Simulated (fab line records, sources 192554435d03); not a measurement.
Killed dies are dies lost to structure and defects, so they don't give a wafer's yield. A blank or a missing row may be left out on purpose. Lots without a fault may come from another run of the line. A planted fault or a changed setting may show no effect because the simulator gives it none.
Chamber matching | flow n5_finfet | N5_BEOL_M10_ETCH_61 on rie_diel-02: 3 sister chambers
The step etches SiARC in CF4, target depth 39 nm, time 65 s. 3 wafers are shown with their chamber, then 7 later ones without.

WAFERS WITH THEIR CHAMBER
wafer  | chamber | drypump_motor_current_A (A)
L092.5 | 0       | 5.7
L092.6 | 1       | 4.7
L095.2 | 3       | 5.1

WAFERS WITHOUT THEIR CHAMBER
wafer  | drypump_motor_current_A (A)
L095.3 | 5.6
L095.6 | 4.7
L097.1 | 4.6
L097.3 | 5.1
L097.6 | 5.7
L096.4 | 5.1
L096.6 | 4.7

WHICH CHAMBER EACH WENT THROUGH
wafer  | from the rows above | in truth
L095.3 | 0                   | 0
L095.6 | 1                   | 1
L097.1 | 1                   | 1
L097.3 | 3                   | 3
L097.6 | 0                   | 0
L096.4 | 3                   | 3
L096.6 | 1                   | 1
Placed correctly: 7 of 7. Can't be placed from these rows: 0. Placed wrongly: 0.
How it was worked out, from the rows above alone: a wafer's distance from a chamber is the root of the sum, over the readings, of the square of ((its reading less the chamber's mean) divided by the reading's scatter). The wafer belongs to the nearest chamber; if the next one is less than 2 further off, it can't be placed. A chamber's mean is the mean of its shown wafers. The scatter: with one shown wafer a chamber, the root of the mean of the squares of how far each hidden wafer lies from its nearest shown one.
